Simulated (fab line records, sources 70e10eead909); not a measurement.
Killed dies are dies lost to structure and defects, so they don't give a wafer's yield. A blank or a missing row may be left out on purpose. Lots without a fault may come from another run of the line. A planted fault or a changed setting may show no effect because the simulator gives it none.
Chamber matching | flow nand_harc | NHARC_P_CONTACT_ETCH_35 on rie_diel-04: 4 sister chambers
The step etches the open film in CF4, target depth 39 nm, time 65 s. 22 wafers are shown with their chamber, then 11 later ones without.

WAFERS WITH THEIR CHAMBER
wafer  | chamber | drypump_motor_current_A (A) | showerhead_plenum_p_Torr (Torr) | rf_vpp_V (V)
L077.2 | 0       | 6.6                         | 1.65                            | 149.2
L077.3 | 2       | 5.9                         | 1.66                            | 150.3
L077.5 | 0       | 6.6                         | 1.65                            | 149.4
L076.2 | 3       | 5.1                         | 1.70                            | 150.2
L076.3 | 1       | 5.2                         | 1.78                            | 150.6
L076.5 | 0       | 6.6                         | 1.66                            | 150.4
L081.1 | 0       | 6.6                         | 1.65                            | 150.8
L081.5 | 2       | 5.8                         | 1.66                            | 149.5
L081.6 | 1       | 5.2                         | 1.78                            | 152.4
L083.1 | 3       | 5.1                         | 1.70                            | 150.2
L083.3 | 0       | 6.6                         | 1.65                            | 148.9
L083.4 | 1       | 5.2                         | 1.78                            | 151.2
L085.1 | 3       | 5.1                         | 1.70                            | 150.3
L085.3 | 1       | 5.2                         | 1.78                            | 152.2
L085.6 | 1       | 5.2                         | 1.78                            | 152.6
L086.1 | 0       | 6.6                         | 1.65                            | 149.2
L086.2 | 1       | 5.2                         | 1.78                            | 152.0
L086.3 | 2       | 5.8                         | 1.66                            | 149.6
L086.4 | 3       | 5.1                         | 1.70                            | 150.0
L086.5 | 0       | 6.6                         | 1.65                            | 149.0
L086.6 | 3       | 5.1                         | 1.70                            | 150.4
L090.1 | 3       | 5.1                         | 1.69                            | 149.9

SIGNATURES (means of the wafers above)
reading                  | chamber 0 | chamber 1 | chamber 2 | chamber 3 | scatter within a chamber
drypump_motor_current_A  | 6.600     | 5.200     | 5.833     | 5.100     | 0.0192
showerhead_plenum_p_Torr | 1.6514    | 1.7800    | 1.6600    | 1.6983    | 0.00306
rf_vpp_V                 | 149.557   | 151.833   | 149.800   | 150.167   | 0.616
Rule: a wafer's distance from a chamber is the root of the sum, over the readings, of the square of ((its reading less the chamber's mean) divided by the reading's scatter). The wafer belongs to the nearest chamber; if the next one is less than 2 further off, it can't be placed. The scatter: the root of (the sum of the squares of (reading less its chamber's mean) over the shown wafers, divided by (wafers less chambers)).

WAFERS WITHOUT THEIR CHAMBER
wafer  | drypump_motor_current_A (A) | showerhead_plenum_p_Torr (Torr) | rf_vpp_V (V)
L090.3 | 5.2                         | 1.78                            | 151.7
L090.4 | 5.1                         | 1.70                            | 151.7
L092.3 | 5.2                         | 1.78                            | 152.7
L092.4 | 5.8                         | 1.66                            | 149.3
L092.5 | 5.9                         | 1.66                            | 151.0
L095.3 | 5.1                         | 1.70                            | 149.6
L095.4 | 5.2                         | 1.78                            | 150.3
L095.5 | 5.1                         | 1.69                            | 149.4
L097.3 | 5.2                         | 1.78                            | 151.7
L097.5 | 5.2                         | 1.78                            | 150.5
L097.6 | 6.6                         | 1.65                            | 149.5

WHICH CHAMBER EACH WENT THROUGH
wafer  | from the rows above | in truth
L090.3 | 1                   | 1
L090.4 | 3                   | 3
L092.3 | 1                   | 1
L092.4 | 2                   | 2
L092.5 | 2                   | 2
L095.3 | 3                   | 3
L095.4 | 1                   | 1
L095.5 | 3                   | 3
L097.3 | 1                   | 1
L097.5 | 1                   | 1
L097.6 | 0                   | 0
Placed correctly: 11 of 11. Can't be placed from these rows: 0. Placed wrongly: 0.
